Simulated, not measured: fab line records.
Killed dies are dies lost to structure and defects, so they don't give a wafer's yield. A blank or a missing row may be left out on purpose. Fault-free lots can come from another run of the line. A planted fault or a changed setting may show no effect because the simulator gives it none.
Matching of chambers -- flow nand harc -- ald metal-04 running NHARC_A_BLC_ALD_23: 4 sister chambers
The step deposits TiN, target thk 3 nm, pulse time 1 s, ald cycles 150. 4 wafers are shown with their chamber, then 12 later ones without.

WAFERS PAIRED WITH THEIR CHAMBERS
wafer,chamber,heater power w (W)
L089.6,1,969
L088.4,2,1118
L088.5,0,1260
L088.6,3,915

WAFERS MISSING THEIR CHAMBER
wafer,heater power w (W)
L090.2,1156
L090.3,929
L090.6,910
L092.2,898
L092.3,1262
L092.4,915
L094.1,1235
L094.5,921
L094.6,1229
L095.1,1161
L095.4,921
L095.6,1240

CHAMBER TAKEN BY EACH
wafer,from the rows above,in truth
L090.2,2,2
L090.3,can't be placed: 3 or 1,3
L090.6,3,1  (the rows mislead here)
L092.2,3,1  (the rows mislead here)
L092.3,0,0
L092.4,3,3
L094.1,0,0
L094.5,can't be placed: 3 or 1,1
L094.6,0,0
L095.1,2,2
L095.4,can't be placed: 3 or 1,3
L095.6,0,0
Correctly placed: 7 of 12. Not placeable from these rows: 3 (in 3, the candidates include the true chamber). Placed wrongly: 2.
How it was worked out, from the rows above alone: a wafer's distance from a chamber is the root of the sum, over the readings, of the square of ((its reading less the chamber's mean) divided by the reading's scatter). The wafer belongs to the nearest chamber; if the next one is less than 2 further off, it can't be placed. Each chamber's mean is taken over the wafers shown for it. The scatter (one wafer shown for each chamber): square how far every hidden wafer sits from the nearest shown wafer, average those squares and take the square root.
